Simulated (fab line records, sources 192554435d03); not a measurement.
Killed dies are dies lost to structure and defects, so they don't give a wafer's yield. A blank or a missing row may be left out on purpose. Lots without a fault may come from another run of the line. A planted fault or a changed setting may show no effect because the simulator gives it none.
Split-lot experiment | flow n5_finfet | 7 lots, 21 wafers read, on a route of 1938 steps

THE SPLIT
At N5_HKMG_FIN_COAT_06 (resist thk 90 nm), the setting spin_rpm was moved away from the recipe's 1500 rpm on 11 of the 21 wafers read, by -7.0% to +9.7%. The other wafers ran this setting at the recipe's value.

FROM THE SPLIT TO THE READING: what the file shows between them, 5 steps
- N5_HKMG_FIN_EXPOSE_09: exposes mask NWFM (also split here: dose_mj)
- N5_HKMG_FIN_PEB_10: peb time 60 s
- N5_HKMG_FIN_DEVELOP_11: develop time 30 s
- N5_HKMG_FIN_CD_MEAS_12: target cd 92.8 nm
- N5_HKMG_FIN_DESCUM_17: chemistry O2, time 7.9 s

THE READING
CAR-ArF_of_HKMG_FIN_COAT_06.thk_nm (the simulator's own value, which no gauge read), in nm, at N5_HKMG_FIN_ETCH_31 (etches SiARC in CF4, target depth 45.5 nm, time 75.8 s). The file gives no usual value for it. The 10 wafers here that ran the recipe average 50.6 nm, standard deviation 0.26 nm.

wafer  | tool, chamber at the split | spin_rpm as run, rpm | against the recipe | CAR-ArF_of_HKMG_FIN_COAT_06.thk_nm, nm | against lot-mates on the recipe
L076.2 | litho_track-02, 0          | 1500                 | recipe             | 50.6                                   | -
L076.6 | litho_track-02, 0          | 1500                 | recipe             | 50.6                                   | -
L076.3 | litho_track-02, 0          | 1500                 | recipe             | 50.2                                   | -
L077.2 | litho_track-03, 0          | 1423                 | -5.1%              | 53.6                                   | no lot-mate on the recipe
L077.5 | litho_track-03, 0          | 1423                 | -5.1%              | 53.6                                   | no lot-mate on the recipe
L077.6 | litho_track-03, 0          | 1423                 | -5.1%              | 53.8                                   | no lot-mate on the recipe
L084.2 | litho_track-02, 0          | 1421                 | -5.3%              | 53                                     | no lot-mate on the recipe
L084.4 | litho_track-02, 0          | 1421                 | -5.3%              | 53                                     | no lot-mate on the recipe
L084.6 | litho_track-02, 0          | 1421                 | -5.3%              | 53                                     | no lot-mate on the recipe
L086.1 | litho_track-03, 0          | 1500                 | recipe             | 50.6                                   | -
L086.3 | litho_track-03, 0          | 1500                 | recipe             | 51                                     | -
L086.5 | litho_track-03, 0          | 1646                 | +9.7%              | 46.8                                   | -4.0
L087.1 | litho_track-01, 0          | 1500                 | recipe             | 50.8                                   | -
L087.2 | litho_track-01, 0          | 1500                 | recipe             | 50.2                                   | -
L087.5 | litho_track-01, 0          | 1500                 | recipe             | 50.6                                   | -
L094.1 | litho_track-02, 0          | 1443                 | -3.8%              | 52.6                                   | +2.0
L094.5 | litho_track-02, 0          | 1500                 | recipe             | 50.6                                   | -
L094.6 | litho_track-02, 0          | 1443                 | -3.8%              | 52.4                                   | +1.8
L096.3 | litho_track-02, 0          | 1395                 | -7.0%              | 54.2                                   | +3.2
L096.4 | litho_track-02, 0          | 1395                 | -7.0%              | 54.2                                   | +3.2
L096.6 | litho_track-02, 0          | 1500                 | recipe             | 51                                     | -

THE FIT
A straight line over all 21 wafers: CAR-ArF_of_HKMG_FIN_COAT_06.thk_nm changes by -0.467 nm for each +1% of spin_rpm; r = -0.98; the points scatter about the line by 0.34 nm.
The same after taking each lot's own level away (the mean of its wafers on the recipe; 15 wafers): -0.439 nm for each +1%; r = -0.99; scatter 0.2 nm.
On that fit, the largest move of spin_rpm shifts the reading by 4.3 nm.
The lots' own levels span 50.47 to 51.00 nm, that is 2.1 times the standard deviation above.
So the lot-to-lot level changes the slope little: the two slopes agree.
Check: with one of the wafers moved furthest among these (+9.7%) left out of the fit, the line predicts -4.51 nm for it against its lot-mates. It came out at -4 nm against them.

OTHER SPLITS ON THESE WAFERS
These wafers also went through other splits before the reading. Each is held against what the fit with the lots' levels taken away leaves over:
other split on the same wafers   | wafers away from the commonest value | r with CAR-ArF_of_HKMG_FIN_COAT_06.thk_nm (lot level and that fit taken away)
N5_SD_EPI_P_COAT_03 spin_rpm     | 4                                    | -0.15
N5_HKMG_FIN_HK_ALD_01 ald_cycles | 6                                    | -0.16
N5_HKMG_FIN_EXPOSE_09 dose_mj    | 8                                    | +0.00

THE WHOLE CHAIN: every reading that the file lists as answering this split, in the file's order
step                   | what it does                                           | reading                                                                             | change (the file's fit)               | r (the file's)
N5_HKMG_FIN_COAT_06    | resist thk 90 nm                                       | CAR-ArF_of_HKMG_FIN_COAT_06.thk_nm (the simulator's own value, which no gauge read) | -0.447 nm for each +1% of the setting | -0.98
N5_HKMG_FIN_DEVELOP_11 | develop time 30 s                                      | CAR-ArF_of_HKMG_FIN_COAT_06.thk_nm (the simulator's own value, which no gauge read) | -0.444 nm for each +1% of the setting | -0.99
N5_HKMG_FIN_ETCH_31    | etches SiARC in CF4, target depth 45.5 nm, time 75.8 s | CAR-ArF_of_HKMG_FIN_COAT_06.thk_nm (the simulator's own value, which no gauge read) | -0.433 nm for each +1% of the setting | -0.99

THE FILE'S OWN FIT
CAR-ArF_of_HKMG_FIN_COAT_06.thk_nm changes by -0.433 nm for each +1% of spin_rpm, r = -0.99.
